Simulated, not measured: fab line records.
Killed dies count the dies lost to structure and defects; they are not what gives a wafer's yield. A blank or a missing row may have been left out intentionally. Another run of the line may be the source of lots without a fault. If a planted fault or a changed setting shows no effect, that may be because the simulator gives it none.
Commonality check across tools    flow nand harc    36 wafers sampled across 12 lots

## WHAT PROMPTED THE OPENING
Flagged at NHARC_P_M2_CD_MEAS_09: reading cd nm, on 2 of 12 lots. Fault-free wafers read 170.1 nm, with a standard deviation of 0.76.
Rule: a lot gets a flag if all its wafers with a number sit over 4 standard deviations from that mean, or if no wafer of it has a number. The other lots count as sound.

lot   measured      on         cd nm (nm), wafer by wafer  flag
L631  day 6 13:36   cd sem-03  170.8 171.1 171.2           
L630  day 6 14:28   cd sem-02  169.4 168.5 169.2           
L632  day 7 06:17   cd sem-03  169.9 170.4 171.0           
L633  day 7 13:55   cd sem-01  170.2 170.7 169.6           
L634  day 7 21:50   cd sem-01  169.2 169.5 169.7           
L635  day 8 11:23   cd sem-03  168.8 169.1 168.6           
L637  day 9 04:26   cd sem-03  170.3 170.1 169.6           
L640  day 10 14:26  cd sem-01  169.9 170.1 169.6           
L643  day 11 18:35  cd sem-03  170.0 170.2 169.5           
L642  day 11 19:34  cd sem-03  169.8 169.6 169.4           
L648  day 13 18:13  cd sem-03  184.4 185.1 183.0           FLAGGED
L651  day 14 23:22  cd sem-02  185.0 183.9 184.0           FLAGGED
The numbers of the flagged lots are 184.2 nm on average: +14.1 nm against the usual, or +19 standard deviations.

## WHICH TOOL EACH LOT WENT THROUGH
2 process steps preceding the reading are held in the record, out of 1302 steps in the route. Every cell lists first the tool, next ch and the chambers used by the sampled wafers, and last the start.
lot   flag     NHARC_P_M1_ETCH_15                             NHARC_P_M2_PEB_07
L631           rie diel-01 ch 0,2, day 6 13:31 or earlier     litho track-01 ch 0, day 6 13:31
L630           rie diel-01 ch 1,2,3, day 6 14:23 or earlier   litho track-06 ch 0, day 6 14:23
L632           rie diel-12 ch 0,1,2, day 7 06:12 or earlier   litho track-01 ch 0, day 7 06:12
L633           rie diel-01 ch 1,3, day 7 13:50 or earlier     litho track-06 ch 0, day 7 13:50
L634           rie diel-01 ch 0,2, day 7 21:45 or earlier     litho track-04 ch 0, day 7 21:45
L635           rie diel-01 ch 0,1,2, day 8 11:19 or earlier   litho track-04 ch 0, day 8 11:19
L637           rie diel-01 ch 0,2,3, day 9 04:21 or earlier   litho track-01 ch 0, day 9 04:21
L640           rie diel-12 ch 0,1, day 10 14:21 or earlier    litho track-06 ch 0, day 10 14:21
L643           rie diel-12 ch 0,1,3, day 11 18:30 or earlier  litho track-06 ch 0, day 11 18:30
L642           rie diel-01 ch 0,1,3, day 11 19:29 or earlier  litho track-04 ch 0, day 11 19:29
L648  FLAGGED  rie diel-12 ch 0,1,3, day 13 18:08 or earlier  litho track-04 ch 0, day 13 18:08
L651  FLAGGED  rie diel-12 ch 0,1,3, day 14 23:17 or earlier  litho track-04 ch 0, day 14 23:17
What is done by these steps:
- NHARC_P_M1_ETCH_15: etches the open film in C4F8/Ar, target depth 182.5 nm, time 91.2 s.
- NHARC_P_M2_PEB_07: peb time 65 s.
- NHARC_P_M2_CD_MEAS_09: target cd 170 nm.

## FLAGGED OVER TOTAL, TOOL BY TOOL (the gauges that took the reading come last)
step                   tool            lots run  flagged  share of the flagged lots  sound lots run after its first flagged lot
NHARC_P_M1_ETCH_15     rie diel-01     7         0        none                       -
NHARC_P_M1_ETCH_15     rie diel-12     5         2        all                        0
NHARC_P_M2_PEB_07      litho track-01  3         0        none                       -
NHARC_P_M2_PEB_07      litho track-04  5         2        all                        0
NHARC_P_M2_PEB_07      litho track-06  4         0        none                       -
NHARC_P_M2_CD_MEAS_09  cd sem-01       3         0        none                       -
NHARC_P_M2_CD_MEAS_09  cd sem-02       2         1        some                       0
NHARC_P_M2_CD_MEAS_09  cd sem-03       7         1        some                       0
NHARC_P_M1_ETCH_15: start missing for some lots; hours and lot order therefore follow NHARC_P_M2_PEB_07.

## WHAT THE TABLE PERMITS
rie diel-12 at NHARC_P_M1_ETCH_15 and litho track-04 at NHARC_P_M2_PEB_07 are the 2 rows of the table that ran each flagged lot.
- rie diel-12 at NHARC_P_M1_ETCH_15: 2 of its 5 lots flagged. It ran its last sound lot, L643, at day 11 18:30 and its first flagged lot, L648, at day 13 18:08: a fault with its onset between the two fits.
- litho track-04 at NHARC_P_M2_PEB_07: 2 of its 5 lots flagged. It ran its last sound lot, L642, at day 11 19:29 and its first flagged lot, L648, at day 13 18:08: a fault with its onset between the two fits. Its own readings (heater power total W, plate temp C) fall more than 4 standard deviations out on all wafers of the flagged lots.
Because each of these 2 tools fits a fault that began at some hour, counting lots does not separate them. More lots, or a look at what each step does to the wafer, might.

## WHAT THE SIMULATOR HAD INSERTED
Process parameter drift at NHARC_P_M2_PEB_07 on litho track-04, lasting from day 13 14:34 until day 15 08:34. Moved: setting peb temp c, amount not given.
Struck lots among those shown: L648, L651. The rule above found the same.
